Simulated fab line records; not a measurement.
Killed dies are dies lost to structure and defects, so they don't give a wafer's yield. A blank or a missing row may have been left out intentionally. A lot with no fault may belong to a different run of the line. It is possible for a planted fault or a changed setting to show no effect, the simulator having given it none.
Problem report, 8D (eight disciplines) form, completed by code -- flow nand harc -- the parts of the form that need people (team, actions taken, sign-off) are left out

## 1. PROBLEM STATEMENT
Wafers without a fault read 497.2 W, standard deviation 1.7; rf fwd power W at NHARC_A_BONDPAD_ETCH_12 reads a mean of 697.4 W on 6 wafers belonging to 2 lots. So: +99 or more standard deviations from the usual mean.
The step: etches the open film in CHF3/O2, target depth 220 nm, time 110 s.
First observed at day 30 23:50: wafer L946.2, on rie diel-13. At this step, 39 wafers from 13 lots have a number in the record. Rule for "out" (also "out of limits"): further than 4 standard deviations from the usual mean. Any other wafer with a number is counted as sound.

## 2. WHAT THIS IS AND IS NOT
question,is,is not
which readings at this step,"rf fwd power W, oes product au","drypump motor current A, o2 flow sccm, rf vpp V, showerhead plenum p Torr, throttle valve pct"
which lots,"L946, L947","L930, L932, L933, L934, L935, L937, L938, L940, L941, L942, L943"
which wafers of those lots,all that have a number,-
read on which tools,rie diel-13,rie diel-02
when,from day 30 23:50,up to then (33 sound wafers)

## 3. SUSPECTS, AND WHAT RULES EACH OUT
Counting: a tool at any process step up to the reading remains a suspect when it ran all the lots that are out and ran no sound lot after the first of those.
- rie diel-13 at NHARC_A_BONDPAD_ETCH_12 (etches the open film in CHF3/O2, target depth 220 nm, time 110 s): kept. It ran every lot that is out, first L946 (day 30 23:50), and no sound lot after that; its last sound lot up to then is L943 (day 29 13:15). Out on those wafers are its own readings of oes product au, rf fwd power W.
Remaining after the count: rie diel-13 at NHARC_A_BONDPAD_ETCH_12.

## 4. THE CAUSE (what the simulator had put in)
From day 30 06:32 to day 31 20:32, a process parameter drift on rie diel-13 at NHARC_A_BONDPAD_ETCH_12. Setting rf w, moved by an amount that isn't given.
Only this tool survived the counting.

## 5. SEQUENCE OF EFFECTS, ordered by route
One row per reading whose mean, taken over the struck wafers that have a number, lies over 3 standard deviations from the usual. Only readings whose record carries a usual standard deviation are examined. hours: median over the lots of the time between each lot's start at the first step of this table that gives one and its start at this step. sigmas: the change, counted in usual standard deviations.
hours,step,reading,usual,on struck wafers,change,sigmas
0,NHARC_A_BONDPAD_ETCH_12,oes product au,0.947 a.u.,1.187,+0.240,+10
0,NHARC_A_BONDPAD_ETCH_12,rf fwd power W,497.2 W,697.4,+200.2,+99 or more
Process steps it contains:
- NHARC_A_BONDPAD_ETCH_12: etches the open film in CHF3/O2, target depth 220 nm, time 110 s.
Later measuring or inspecting steps at which every struck wafer that the step has a row for has a number for every such reading, and none has moved that far: NHARC_END_SORT_01.

## 6. WHAT WOULD HAVE CAUGHT IT SOONER
The fault began at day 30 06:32; the first out-of-limits reading in this record came at day 30 23:50, 17 hours later.
